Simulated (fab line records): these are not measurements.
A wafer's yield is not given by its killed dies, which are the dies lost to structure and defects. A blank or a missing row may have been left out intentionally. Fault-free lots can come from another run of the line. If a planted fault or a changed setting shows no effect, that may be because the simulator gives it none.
fab line records	flow nandHarc
record: lots: 24	wafers: 72	lastDay: 33
route steps=1302 shown A_SGD_CUT@903 A_WL_FILL@966 A_CONTACT@998
lots with no fault: from the same line, run without faults
startH: start of the lot's first displayed wafer, in hours after the record's first day	waitH: how many hours have passed since the lot's step before this one	" same as the row above	L1.1+2: a row that stands for several wafers	- no value present, or no start provided	* or withheld: withheld	< > ~ a bound
route shown NAME@n: names a module that has steps shown in the file, with the first one's number in the route	usual: mean/standard deviation taken from wafers without a fault	same: alike in all rows	chamber/n: place in a boat	sites: the reading at each site	_std_site: the values' standard deviation	_edge_site: the outer-site mean with the inner-site mean subtracted	radiusMm: for every site, how far away it sits from the centre of the wafer	mask NAME#n: copy n	behind: tool/chamber where the wafer was last shaped	hold: why the lot was held/for how many hours/how that ended	device: transistor that didn't switch, given as n, p or np	end of line: the route-end tests of the same wafers	a step given without rows: its recipe and nothing more	killed: the dies lost at the first sort to structure and to defects; this is not the yield of the wafer	map: a wafer's dies, marking killed ones x, the rest . and places with no die _
set.NAME: setting as actually run; set.NAME@STEP: the setting as run at that earlier step	model.NAME: the simulator's own value behind a step, which no gauge read
one table for each step of the route and one row for each wafer, over a sample of lots
services: from which hour (startH, from the record's first day; less than 0 if before it) a tool's chamber was out of use, for how many hours, and why
== steps ==
step: NHARC_A_SGD_CUT_INSPECT_11
usual: rawDefectCount: 50/27
lot.wafer	tool	chamber	startH	waitH	rawDefectCount
L074.1	defectInspect-02	-	429.48	0.0	20
L074.3	"	-	"	"	21
L074.5	"	-	"	"	16
L075.2	defectInspect-02	-	446.90	0.0	23
L075.3	"	-	"	"	26
L075.4	"	-	"	"	25
L076.1	defectInspect-02	-	457.43	0.0	112
L076.3	"	-	"	"	101
L076.4	"	-	"	"	96
L077.2	defectInspect-01	-	472.49	0.0	64
L077.5	"	-	"	"	51
L077.6	"	-	"	"	64
L078.1	defectInspect-02	-	472.64	0.0	54
L078.2	"	-	"	"	70
L078.3	"	-	"	"	66
L079.1	defectInspect-02	-	487.86	0.0	17
L079.4	"	-	"	"	16
L079.6	"	-	"	"	19
L080.1	defectInspect-01	-	488.06	0.0	44
L080.4	"	-	"	"	58
L080.6	"	-	"	"	58
L082.2	defectInspect-02	-	517.65	0.0	22
L082.3	"	-	"	"	20
L082.6	"	-	"	"	22
L081.1	defectInspect-02	-	520.80	0.0	62
L081.2	"	-	"	"	67
L081.5	"	-	"	"	65
L085.1	defectInspect-01	-	538.72	0.0	72
L085.2	"	-	"	"	72
L085.6	"	-	"	"	76
L083.3	defectInspect-02	-	538.99	0.0	34
L083.4	"	-	"	"	38
L083.5	"	-	"	"	31
L084.1	defectInspect-01	-	539.15	0.0	74
L084.2	"	-	"	"	92
L084.4	"	-	"	"	76
L086.1	defectInspect-01	-	546.26	0.0	64
L086.2	"	-	"	"	80
L086.5	"	-	"	"	63
L088.1	defectInspect-01	-	572.20	0.0	53
L088.2	"	-	"	"	53
L088.3	"	-	"	"	59
L087.3	defectInspect-01	-	583.68	0.0	46
L087.5	"	-	"	"	35
L087.6	"	-	"	"	44
L090.1	defectInspect-01	-	596.54	0.0	50
L090.2	"	-	"	"	51
L090.5	"	-	"	"	45
L089.1	defectInspect-02	-	601.53	0.0	55
L089.4	"	-	"	"	65
L089.6	"	-	"	"	58
L091.2	defectInspect-02	-	618.84	0.0	99
L091.5	"	-	"	"	104
L091.6	"	-	"	"	108
L092.1	defectInspect-02	-	620.13	0.0	19
L092.3	"	-	"	"	24
L092.6	"	-	"	"	15
L093.3	defectInspect-01	-	636.10	0.0	71
L093.4	"	-	"	"	59
L093.5	"	-	"	"	69
L094.1	defectInspect-01	-	636.51	0.0	18
L094.5	"	-	"	"	22
L094.6	"	-	"	"	15
L095.1	defectInspect-01	-	645.33	0.0	9
L095.2	"	-	"	"	11
L095.3	"	-	"	"	11
L097.1	defectInspect-01	-	655.70	0.0	28
L097.4	"	-	"	"	30
L097.5	"	-	"	"	27
L096.3	defectInspect-01	-	656.28	0.0	59
L096.4	"	-	"	"	45
L096.6	"	-	"	"	64
step: NHARC_A_WL_FILL_ETCHBACK_16
recipe: targetDepthA: 1200	timeS: 24	c4f8FlowSccm: withheld	o2FlowSccm: 8	arFlowSccm: withheld	rfW: 600	biasW: 800	chemistry: C4F8/O2/Ar
usual: oesProductAu: 0.99/0.031	rfVppV: 723/4.3
lot.wafer	tool	chamber	startH	waitH	oesProductAu	rfHoursCounterH	rfVppV
L074.3	rieDiel-10	2	-	-	0.99	1.6	721
L074.1	"	0	"	"	0.98	1.7	731
L074.5	"	2	"	"	0.99	-	722
L075.4	rieDiel-10	3	-	-	1.01	2.9	726
L075.3	"	0	"	"	0.97	2.8	729
L075.2	"	1	"	"	0.99	2.4	719
L076.3	rieDiel-06	2	-	-	1.00	0.5	722
L076.1	"	0	"	"	1.02	0.3	717
L076.4	"	1	"	"	0.99	0.4	715
L078.2	rieDiel-10	1	-	-	0.98	3.8	721
L078.3	"	2	"	"	0.98	3.7	721
L078.1	"	0	"	"	0.97	4.1	729
L077.2	rieDiel-06	3	-	-	1.05	0.7	730
L077.6	"	1	"	"	1.01	-	717
L077.5	"	2	"	"	1.02	-	720
L080.1	rieDiel-10	0	-	-	0.92	4.6	730
L080.4	"	1	"	"	0.92	4.2	719
L080.6	"	2	"	"	0.92	-	721
L079.1	rieDiel-12	1	-	-	0.97	2.7	726
L079.4	"	0	"	"	0.98	2.6	718
L079.6	"	2	"	"	0.96	-	724
L082.3	rieDiel-10	1	-	-	0.92	6.0	721
L082.2	"	0	"	"	0.93	6.3	729
L082.6	"	2	"	"	0.93	-	720
L081.2	rieDiel-12	3	-	-	0.91	3.3	727
L081.1	"	1	"	"	0.96	3.4	724
L081.5	"	0	"	"	0.91	-	717
L083.4	rieDiel-10	3	-	-	0.93	7.0	725
L083.3	"	0	"	"	0.99	7.7	729
L083.5	"	2	"	"	0.98	-	721
L085.2	rieDiel-12	3	-	-	0.99	3.7	728
L085.1	"	0	"	"	0.98	3.8	717
L085.6	"	1	"	"	1.00	-	723
L084.4	rieDiel-06	0	-	-	1.01	2.5	718
L084.2	"	1	"	"	0.99	2.5	715
L084.1	"	2	"	"	1.02	2.8	721
L086.1	rieDiel-10	3	-	-	1.01	8.1	725
L086.2	"	2	"	"	1.00	7.8	721
L086.5	"	0	"	"	0.99	-	730
L088.2	rieDiel-10	2	-	-	1.01	0.0	722
L088.1	"	3	"	"	1.01	0.0	725
L088.3	"	1	"	"	1.01	0.0	721
L087.3	rieDiel-06	1	-	-	0.99	3.6	717
L087.5	"	2	"	"	1.00	-	720
L087.6	"	1	"	"	0.97	-	715
L090.2	rieDiel-12	3	-	-	1.00	0.0	728
L090.1	"	1	"	"	1.01	0.1	725
L090.5	"	3	"	"	1.01	-	727
L089.1	rieDiel-12	1	-	-	1.03	0.3	725
L089.4	"	3	"	"	1.01	0.2	727
L089.6	"	2	"	"	1.02	-	726
L091.2	rieDiel-12	1	-	-	0.93	1.0	724
L091.5	"	2	"	"	0.94	-	726
L091.6	"	0	"	"	0.93	-	718
L092.3	rieDiel-06	2	-	-	0.99	4.9	720
L092.1	"	3	"	"	1.01	4.9	729
L092.6	"	1	"	"	0.98	-	717
L093.4	rieDiel-10	2	-	-	1.01	5.0	721
L093.3	"	0	"	"	1.00	4.8	730
L093.5	"	2	"	"	1.02	-	721
L094.1	rieDiel-06	0	-	-	1.00	0.0	718
L094.5	"	0	"	"	1.01	-	720
L094.6	"	1	"	"	0.99	-	717
L095.3	rieDiel-12	1	-	-	1.00	1.7	724
L095.2	"	2	"	"	1.00	1.7	724
L095.1	"	3	"	"	0.98	1.6	727
L097.1	rieDiel-10	3	-	-	1.01	6.8	725
L097.5	"	0	"	"	1.00	-	731
L097.4	"	2	"	"	1.02	-	720
L096.3	rieDiel-12	1	-	-	1.00	2.0	725
L096.4	"	3	"	"	1.00	1.9	728
L096.6	"	1	"	"	1.00	-	725
step: NHARC_A_WL_FILL_ETCHBACK_17
recipe: targetDepthA: 40	timeS: 26.7	chemistry: Cl2/BCl3
usual: drypumpMotorCurrentA: 6.0/0.57	oesProductAu: 1.003/0.012
lot.wafer	tool	chamber	startH	waitH	drypumpMotorCurrentA	oesProductAu	rfHoursCounterH
L074.1	rieMetal-02	0	468.72	-	6.2	1.017	0
L074.3	"	1	"	"	6.4	0.993	-
L074.5	"	1	"	"	6.4	0.983	-
L075.2	rieMetal-03	0	486.94	-	5.7	0.991	2.4
L075.3	"	1	"	"	4.9	1.016	-
L075.4	"	0	"	"	5.7	0.998	-
L076.1	rieMetal-03	1	497.69	-	4.9	1.009	2.5
L076.3	"	1	"	"	4.9	1.006	-
L076.4	"	0	"	"	5.8	0.988	-
L078.2	rieMetal-02	1	511.60	-	6.4	0.981	0.7
L078.1	"	0	"	"	6.3	1.008	0.7
L078.3	"	1	"	"	6.4	0.979	-
L077.2	rieMetal-03	0	511.62	-	5.7	1.005	2.7
L077.5	"	1	"	"	4.9	1.009	-
L077.6	"	0	"	"	5.7	1.013	-
L080.1	rieMetal-02	0	527.77	-	6.2	1.012	1.0
L080.4	"	1	"	"	6.4	0.982	-
L080.6	"	1	"	"	6.4	0.976	-
L079.1	rieMetal-02	1	532.06	-	6.4	0.979	1.1
L079.4	"	1	"	"	6.4	0.982	-
L079.6	"	1	"	"	6.4	0.984	-
L082.2	rieMetal-03	1	557.25	-	4.9	1.008	0.4
L082.3	"	1	"	"	4.9	1.027	-
L082.6	"	1	"	"	4.9	1.033	-
L081.2	rieMetal-01	0	559.70	-	6.7	1.020	2.6
L081.1	"	1	"	"	6.2	0.999	2.6
L081.5	"	0	"	"	6.7	1.014	-
L083.4	rieMetal-02	1	579.26	-	6.4	1.011	-
L083.3	"	0	"	"	6.2	1.033	-
L083.5	"	0	"	"	6.2	1.026	-
L085.1	rieMetal-02	0	581.81	-	6.2	1.015	1.9
L085.2	"	1	"	"	6.4	0.994	1.9
L085.6	"	1	"	"	6.4	0.990	-
L084.2	rieMetal-03	1	582.36	-	4.9	1.012	1.2
L084.1	"	0	"	"	5.7	1.001	1.2
L084.4	"	0	"	"	5.7	0.992	-
L086.1	rieMetal-03	0	594.14	-	5.7	0.993	1.3
L086.2	"	1	"	"	4.9	1.006	1.3
L086.5	"	0	"	"	5.7	0.992	-
L088.2	rieMetal-01	0	612.26	-	6.8	1.013	0.4
L088.1	"	1	"	"	6.2	0.999	0.4
L088.3	"	1	"	"	6.2	1.000	-
L087.3	rieMetal-01	1	627.42	-	6.2	1.000	-
L087.6	"	0	"	"	6.7	1.000	-
L087.5	"	1	"	"	6.2	1.000	-
L090.1	rieMetal-01	0	633.32	-	6.7	1.014	0.6
L090.2	"	1	"	"	6.2	0.985	0.6
L090.5	"	1	"	"	6.2	1.002	-
L089.1	rieMetal-02	0	640.80	-	6.2	1.010	0
L089.4	"	0	"	"	6.2	1.003	-
L089.6	"	1	"	"	6.4	1.001	-
L091.2	rieMetal-03	0	656.37	-	5.8	0.995	2.4
L091.5	"	0	"	"	5.7	1.000	-
L091.6	"	1	"	"	4.9	1.006	-
L092.1	rieMetal-01	0	656.38	-	6.7	1.015	0.9
L092.3	"	1	"	"	6.2	0.991	-
L092.6	"	0	"	"	6.7	1.010	-
L093.3	rieMetal-02	1	672.86	-	6.4	0.996	-
L093.4	"	0	"	"	6.2	1.003	-
L093.5	"	0	"	"	6.2	1.010	-
L094.1	rieMetal-01	1	674.32	-	6.2	0.997	1.4
L094.5	"	0	"	"	6.7	1.010	-
L094.6	"	1	"	"	6.2	0.989	-
L095.2	rieMetal-03	0	685.37	-	5.7	0.995	3.0
L095.1	"	1	"	"	4.9	1.003	3.0
L095.3	"	1	"	"	4.9	1.017	-
L097.1	rieMetal-02	0	698.33	-	6.2	1.010	1.0
L097.4	"	0	"	"	6.2	1.014	-
L097.5	"	0	"	"	6.2	1.001	-
L096.3	rieMetal-01	1	698.37	-	6.2	1.000	-
L096.4	"	0	"	"	6.7	1.012	-
L096.6	"	1	"	"	6.2	0.996	-
step: NHARC_A_CONTACT_OVL_MEAS_43
usual: overlayXNm: 0.0/1	overlayYNm: 0.1/0.87
lot.wafer	tool	chamber	startH	waitH	overlayXNm	overlayYNm
L074.1	overlay-01	-	480.62	-	-1.4	0.0
L074.3	"	-	"	"	-1.4	0.3
L074.5	"	-	"	"	-1.1	0.0
L075.2	overlay-01	-	498.89	-	-0.2	0.5
L075.3	"	-	"	"	-0.1	0.8
L075.4	"	-	"	"	-0.1	0.3
L076.1	overlay-01	-	509.87	-	0.9	1.0
L076.3	"	-	"	"	0.8	0.4
L076.4	"	-	"	"	0.6	0.8
L077.2	overlay-01	-	524.20	-	-0.6	-0.1
L077.5	"	-	"	"	-0.7	0.2
L077.6	"	-	"	"	-0.2	-0.1
L078.1	overlay-01	-	525.24	-	-0.5	0.5
L078.2	"	-	"	"	-0.2	0.2
L078.3	"	-	"	"	-0.9	-0.4
L080.1	overlay-01	-	540.64	-	0.1	0.2
L080.4	"	-	"	"	0.7	0.2
L080.6	"	-	"	"	0.4	0.2
L079.1	overlay-02	-	545.63	-	1.0	-0.4
L079.4	"	-	"	"	0.8	-0.7
L079.6	"	-	"	"	1.0	-0.5
L082.2	overlay-01	-	569.50	-	-0.4	1.5
L082.3	"	-	"	"	-0.4	1.0
L082.6	"	-	"	"	-0.5	1.8
L081.1	overlay-02	-	573.69	-	-0.1	0.9
L081.2	"	-	"	"	-0.5	1.1
L081.5	"	-	"	"	0.4	1.1
L083.3	overlay-02	-	591.14	-	-0.3	-0.6
L083.4	"	-	"	"	-0.1	-0.8
L083.5	"	-	"	"	0.1	-0.4
L085.1	overlay-02	-	593.86	-	0.7	-1.8
L085.2	"	-	"	"	0.5	-1.8
L085.6	"	-	"	"	-0.2	-1.6
L084.1	overlay-02	-	594.23	-	-1.3	0.3
L084.2	"	-	"	"	-1.4	0.8
L084.4	"	-	"	"	-0.7	0.5
L086.1	overlay-01	-	606.20	-	0.0	1.8
L086.2	"	-	"	"	-0.3	2.0
L086.5	"	-	"	"	0.6	1.7
L088.1	overlay-02	-	625.73	-	-0.9	0.6
L088.2	"	-	"	"	-0.4	0.6
L088.3	"	-	"	"	-0.3	0.5
L087.3	overlay-01	-	639.41	-	-1.2	-1.3
L087.5	"	-	"	"	-1.6	-0.7
L087.6	"	-	"	"	-1.9	-0.9
L090.1	overlay-01	-	645.68	-	-1.5	-0.8
L090.2	"	-	"	"	-1.9	-0.7
L090.5	"	-	"	"	-1.1	-1.4
L089.1	overlay-02	-	653.75	-	1.1	-0.6
L089.4	"	-	"	"	1.2	-0.9
L089.6	"	-	"	"	1.5	-0.8
L091.2	overlay-01	-	668.86	-	1.4	-1.1
L091.5	"	-	"	"	1.5	-1.5
L091.6	"	-	"	"	1.0	-0.5
L092.1	overlay-01	-	669.64	-	0.1	0.3
L092.3	"	-	"	"	0.4	0.4
L092.6	"	-	"	"	0.4	0.0
L093.3	overlay-02	-	684.92	-	-0.5	0.1
L093.4	"	-	"	"	-0.3	0.0
L093.5	"	-	"	"	-0.1	0.0
L094.1	overlay-02	-	686.70	-	0.9	-0.3
L094.5	"	-	"	"	-0.1	0.4
L094.6	"	-	"	"	0.9	0.3
L095.1	overlay-01	-	697.94	-	0.3	-0.3
L095.2	"	-	"	"	0.5	-0.1
L095.3	"	-	"	"	0.4	0.3
L096.3	overlay-01	-	710.33	-	0.5	0.2
L096.4	"	-	"	"	0.8	0.0
L096.6	"	-	"	"	0.3	-0.3
L097.1	overlay-02	-	710.49	-	2.4	0.3
L097.4	"	-	"	"	2.4	0.8
L097.5	"	-	"	"	1.9	0.8
step: NHARC_A_CONTACT_ETCH_90
recipe: targetDepthA: 400	overEtchFrac: 0.5	timeS: 85.7	ionEnergyEv: 120	ch3fFlowSccm: 50	o2FlowSccm: 30	arFlowSccm: 200	rfW: 500	biasW: 100	chemistry: CH3F/O2
usual: drypumpMotorCurrentA: 5.7/0.54	oesProductAu: 0.95/0.033	rfVppV: 244.7/1.6	showerheadPlenumPTorr: 2.49/0.11	throttleValvePct: 20.663/0.0094
lot.wafer	tool	chamber	startH	waitH	drypumpMotorCurrentA	oesProductAu	rfHoursCounterH	rfVppV	showerheadPlenumPTorr	throttleValvePct
L074.3	rieDiel-02	2	485.68	0.7	5.2	1.00	15	242.3	2.27	20.652
L074.1	"	3	"	"	6.5	1.00	15	242.1	2.42	20.664
L074.5	"	2	"	"	5.2	1.00	-	241.3	2.27	20.675
L075.4	rieDiel-02	0	503.89	0.6	4.8	0.93	16	245.1	2.48	20.654
L075.2	"	2	"	"	5.2	0.93	18	242.1	2.27	20.668
L075.3	"	3	"	"	6.4	0.92	19	244.8	2.42	20.651
L076.4	rieDiel-02	1	514.84	0.7	5.7	0.96	15	243.8	2.44	20.676
L076.3	"	3	"	"	6.5	0.95	20	244.5	2.42	20.683
L076.1	"	0	"	"	4.9	0.96	17	243.8	2.48	20.654
L077.2	rieDiel-13	3	529.48	0.8	5.9	0.99	0	246.5	2.63	20.671
L077.5	"	2	"	"	5.4	0.99	-	244.1	2.35	20.667
L077.6	"	3	"	"	5.8	0.99	-	246.7	2.64	20.657
L078.3	rieDiel-13	3	530.85	0.7	5.9	1.00	0	246.6	2.64	20.677
L078.2	"	0	"	"	5.9	1.01	1	246.2	2.59	20.672
L078.1	"	1	"	"	6.5	0.99	1	246.2	2.64	20.666
L080.1	rieDiel-13	1	546.50	0.8	6.5	0.99	7	246.6	2.64	20.656
L080.6	"	1	"	"	6.5	0.98	-	247.1	2.64	20.659
L080.4	"	0	"	"	5.9	0.99	-	247.1	2.59	20.667
L079.1	rieDiel-02	1	550.61	0.8	5.7	0.93	22	243.7	2.44	20.670
L079.4	"	3	"	"	6.4	0.92	26	243.8	2.42	20.660
L079.6	"	1	"	"	5.8	0.93	-	244.2	2.44	20.668
L082.3	rieDiel-01	1	574.45	0.6	5.7	0.92	2	244.9	2.50	20.659
L082.2	"	3	"	"	5.3	0.93	2	244.1	2.48	20.649
L082.6	"	1	"	"	5.7	0.92	-	244.4	2.50	20.673
L081.2	rieDiel-01	3	578.68	0.8	5.3	1.00	4	244.2	2.47	20.656
L081.1	"	0	"	"	5.1	1.00	4	244.9	2.59	20.660
L081.5	"	2	"	"	6.5	1.00	-	243.9	2.39	20.654
L083.3	rieDiel-13	0	596.23	0.8	5.9	0.94	25	245.9	2.58	20.653
L083.4	"	2	"	"	5.4	0.91	30	240.6	2.34	20.646
L083.5	"	0	"	"	5.9	0.93	-	246.1	2.58	20.675
L085.2	rieDiel-02	2	599.02	0.8	5.2	0.91	4	247.6	2.66	20.670
L085.1	"	0	"	"	4.9	0.93	4	244.4	2.47	20.641
L085.6	"	3	"	"	6.5	0.95	-	243.1	2.41	20.664
L084.4	rieDiel-13	1	599.86	0.6	6.5	0.91	24	245.6	2.63	20.656
L084.1	"	2	"	"	5.4	0.91	30	242.1	2.34	20.640
L084.2	"	0	"	"	5.9	0.93	25	245.2	2.58	20.663
L086.1	rieDiel-13	2	611.17	0.9	5.4	0.91	33	243.9	2.33	20.664
L086.2	"	3	"	"	5.9	0.93	32	247.4	2.62	20.652
L086.5	"	2	"	"	5.4	0.92	-	241.9	2.33	20.658
L088.2	rieDiel-02	2	631.11	0.9	5.2	0.91	11	248.1	2.66	20.674
L088.1	"	0	"	"	4.9	0.95	10	244.4	2.47	20.657
L088.3	"	1	"	"	5.8	0.93	12	245.2	2.43	20.663
L087.3	rieDiel-13	0	644.48	0.7	5.9	1.01	37	246.4	2.58	20.678
L087.6	"	2	"	"	5.4	0.99	-	242.3	2.33	20.674
L087.5	"	3	"	"	5.9	1.00	-	246.7	2.62	20.653
L090.2	rieDiel-02	3	650.66	0.8	6.4	0.94	10	244.5	2.41	20.676
L090.1	"	1	"	"	5.8	0.95	15	243.8	2.43	20.660
L090.5	"	0	"	"	4.9	0.94	-	243.6	2.47	20.648
L089.4	rieDiel-01	3	658.74	0.7	5.3	1.01	33	243.6	2.46	20.681
L089.1	"	2	"	"	6.5	1.01	38	244.6	2.38	20.657
L089.6	"	3	"	"	5.3	1.00	-	244.3	2.46	20.659
L091.2	rieDiel-01	0	673.86	0.8	5.1	0.92	29	245.4	2.58	20.644
L091.5	"	3	"	"	5.3	0.93	-	244.2	2.46	20.665
L091.6	"	0	"	"	5.1	0.91	-	246.6	2.58	20.670
L092.1	rieDiel-01	2	674.60	0.9	6.5	0.93	41	242.8	2.37	20.667
L092.3	"	1	"	"	5.7	0.94	34	245.1	2.49	20.660
L092.6	"	2	"	"	6.5	0.94	-	242.7	2.37	20.673
L093.4	rieDiel-02	0	689.89	0.6	4.9	0.94	22	244.9	2.46	20.659
L093.3	"	2	"	"	5.2	0.92	25	246.4	2.65	20.661
L093.5	"	0	"	"	4.9	0.94	-	245.5	2.46	20.667
L094.1	rieDiel-13	2	691.70	0.8	5.4	0.91	60	243.7	2.32	20.660
L094.5	"	2	"	"	5.4	0.90	-	242.6	2.32	20.673
L094.6	"	3	"	"	5.9	0.94	-	247.5	2.61	20.658
L095.3	rieDiel-02	0	703.12	0.7	4.9	0.94	25	243.1	2.46	20.666
L095.2	"	1	"	"	5.8	0.92	29	244.4	2.43	20.662
L095.1	"	2	"	"	5.2	0.92	28	246.4	2.65	20.676
L096.3	rieDiel-13	1	715.30	0.7	6.5	1.00	3	246.8	2.62	20.650
L096.4	"	2	"	"	5.4	0.96	3	242.8	2.32	20.654
L096.6	"	2	"	"	5.4	0.97	-	242.8	2.32	20.667
L097.4	rieDiel-13	0	715.49	0.6	5.9	0.94	3	246.5	2.57	20.671
L097.1	"	3	"	"	5.9	0.93	3	246.3	2.61	20.686
L097.5	"	0	"	"	5.9	0.93	-	244.6	2.57	20.653
step: NHARC_A_CONTACT_ETCH_96
recipe: targetDepthA: 200	overEtchFrac: 0.5	timeS: 10	ionEnergyEv: 250	c4f6FlowSccm: 25	o2FlowSccm: 20	arFlowSccm: 500	rfW: 600	biasW: 500	chemistry: C4F6/O2
usual: drypumpMotorCurrentA: 5.7/0.54	oesProductAu: 0.969/0.025	rfVppV: 548/3.5	showerheadPlenumPTorr: 3.99/0.16	throttleValvePct: 26.904/0.0087
lot.wafer	tool	chamber	startH	waitH	drypumpMotorCurrentA	oesProductAu	rfHoursCounterH	rfVppV	showerheadPlenumPTorr	throttleValvePct
L074.1	rieDiel-02	2	-	-	5.2	1.002	15	542	3.65	26.903
L074.3	"	3	"	"	6.5	0.999	15	545	3.86	26.896
L074.5	"	0	"	"	4.9	1.007	-	548	3.95	26.908
L075.3	rieDiel-02	0	-	-	4.9	0.962	16	547	3.95	26.902
L075.2	"	2	"	"	5.2	0.944	18	541	3.64	26.903
L075.4	"	3	"	"	6.5	0.941	19	546	3.86	26.908
L076.4	rieDiel-02	2	-	-	5.2	0.981	20	541	3.64	26.902
L076.1	"	3	"	"	6.5	0.971	20	545	3.86	26.904
L076.3	"	0	"	"	4.9	0.981	17	548	3.95	26.885
L077.2	rieDiel-13	2	-	-	5.4	0.979	1	543	3.76	26.904
L077.5	"	0	"	"	5.9	1.003	-	551	4.12	26.901
L077.6	"	1	"	"	6.5	0.986	-	551	4.19	26.901
L078.1	rieDiel-13	3	-	-	5.9	0.999	0	551	4.19	26.914
L078.3	"	0	"	"	5.9	0.998	1	551	4.12	26.900
L078.2	"	1	"	"	6.5	0.984	1	551	4.19	26.901
L080.1	rieDiel-13	0	546.67	0.2	5.9	0.997	7	549	4.12	26.911
L080.4	"	2	"	"	5.4	0.984	-	543	3.75	26.915
L080.6	"	0	"	"	5.9	1.006	-	550	4.12	26.906
L079.1	rieDiel-02	0	-	-	4.9	0.960	25	547	3.94	26.915
L079.4	"	2	"	"	5.2	0.969	27	540	3.64	26.891
L079.6	"	1	"	"	5.7	0.973	-	545	3.90	26.880
L082.2	rieDiel-01	3	-	-	5.3	0.953	2	548	3.95	26.922
L082.3	"	0	"	"	5.1	0.930	2	552	4.12	26.891
L082.6	"	3	"	"	5.3	0.941	-	548	3.95	26.904
L081.2	rieDiel-01	1	-	-	5.7	1.004	6	547	3.99	26.912
L081.1	"	3	"	"	5.4	1.004	4	548	3.95	26.881
L081.5	"	0	"	"	5.1	1.003	-	550	4.12	26.892
L083.4	rieDiel-13	0	-	-	6.0	0.951	25	551	4.11	26.910
L083.3	"	2	"	"	5.4	0.927	30	542	3.74	26.909
L083.5	"	1	"	"	6.6	0.918	-	552	4.18	26.897
L085.2	rieDiel-02	2	-	-	5.2	0.948	5	554	4.22	26.916
L085.1	"	3	"	"	6.5	0.967	3	546	3.85	26.902
L085.6	"	0	"	"	4.9	0.945	-	548	3.94	26.890
L084.2	rieDiel-13	2	-	-	5.4	0.941	31	543	3.74	26.892
L084.1	"	3	"	"	5.9	0.950	30	552	4.17	26.899
L084.4	"	0	"	"	5.9	0.950	25	551	4.11	26.899
L086.2	rieDiel-13	0	-	-	5.9	0.969	28	550	4.11	26.910
L086.1	"	3	"	"	5.9	0.973	32	552	4.17	26.901
L086.5	"	1	"	"	6.5	0.950	-	552	4.18	26.904
L088.1	rieDiel-02	0	631.27	0.1	4.9	0.985	10	548	3.94	26.911
L088.3	"	1	"	"	5.8	0.984	12	546	3.89	26.902
L088.2	"	2	"	"	5.2	0.964	11	553	4.22	26.901
L087.3	rieDiel-13	1	-	-	6.5	0.984	37	552	4.17	26.910
L087.6	"	1	"	"	6.5	0.980	-	553	4.17	26.908
L087.5	"	2	"	"	5.4	0.979	-	543	3.73	26.889
L090.1	rieDiel-02	2	-	-	5.2	0.930	15	552	4.22	26.917
L090.2	"	0	"	"	4.9	0.962	13	548	3.94	26.910
L090.5	"	2	"	"	5.2	0.937	-	552	4.22	26.910
L089.1	rieDiel-01	3	-	-	5.3	1.009	33	547	3.93	26.915
L089.4	"	1	"	"	5.7	0.997	31	547	3.97	26.897
L089.6	"	0	"	"	5.1	1.004	-	550	4.11	26.895
L091.2	rieDiel-01	3	-	-	5.3	0.960	38	547	3.93	26.901
L091.5	"	0	"	"	5.1	0.946	-	551	4.11	26.901
L091.6	"	1	"	"	5.7	0.941	-	547	3.97	26.906
L092.3	rieDiel-01	2	-	-	6.6	0.957	41	543	3.80	26.898
L092.1	"	1	"	"	5.7	0.943	34	549	3.97	26.921
L092.6	"	2	"	"	6.6	0.959	-	544	3.80	26.912
L093.4	rieDiel-02	3	-	-	6.5	0.960	19	546	3.85	26.902
L093.3	"	0	"	"	4.9	0.963	23	548	3.93	26.915
L093.5	"	2	"	"	5.2	0.943	-	552	4.21	26.918
L094.1	rieDiel-13	3	-	-	5.9	0.955	61	551	4.15	26.914
L094.5	"	3	"	"	5.8	0.956	-	551	4.15	26.902
L094.6	"	0	"	"	6.0	0.946	-	549	4.09	26.903
L095.2	rieDiel-02	1	703.28	0.1	5.7	0.958	29	546	3.88	26.895
L095.1	"	2	"	"	5.2	0.953	28	554	4.21	26.906
L095.3	"	0	"	"	4.9	0.976	25	547	3.93	26.907
L096.3	rieDiel-13	1	-	-	6.5	0.992	3	553	4.16	26.900
L096.4	"	3	"	"	5.9	0.999	3	552	4.15	26.909
L096.6	"	1	"	"	6.5	0.991	-	551	4.16	26.912
L097.1	rieDiel-13	2	-	-	5.4	0.920	3	544	3.72	26.896
L097.4	"	3	"	"	5.9	0.947	3	552	4.15	26.918
L097.5	"	1	"	"	6.6	0.969	-	553	4.16	26.904
== services ==
tool	chamber	startH	hours	kind
rieMetal-02	-	454.00	9.0	pm
rieDiel-02	1	480.12	4.6	repair
rieDiel-02	1	487.23	6.2	repair
rieDiel-02	3	524.81	10.6	repair
rieDiel-10	3	535.15	4.3	repair
rieDiel-13	3	543.83	9.8	repair
rieDiel-02	2	547.21	2.3	repair
rieMetal-02	-	559.04	1.3	repair
rieDiel-01	-	559.24	9.0	pm
rieDiel-02	-	570.71	9.0	pm
rieDiel-10	3	571.54	5.5	repair
rieDiel-10	-	596.60	9.0	pm
rieDiel-02	-	599.33	2.7	repair
rieDiel-13	2	615.96	3.5	repair
rieDiel-01	1	618.38	3.1	repair
rieDiel-02	3	624.85	8.1	repair
rieDiel-10	1	627.23	7.4	repair
rieMetal-02	-	631.00	9.0	pm
rieDiel-01	0	644.13	5.0	repair
rieDiel-01	-	644.34	1.1	repair
rieDiel-01	-	688.31	0.2	repair
rieDiel-13	-	696.07	9.0	pm
rieDiel-10	1	696.15	6.3	repair
rieDiel-02	3	699.41	8.9	repair
== key ==
fault none
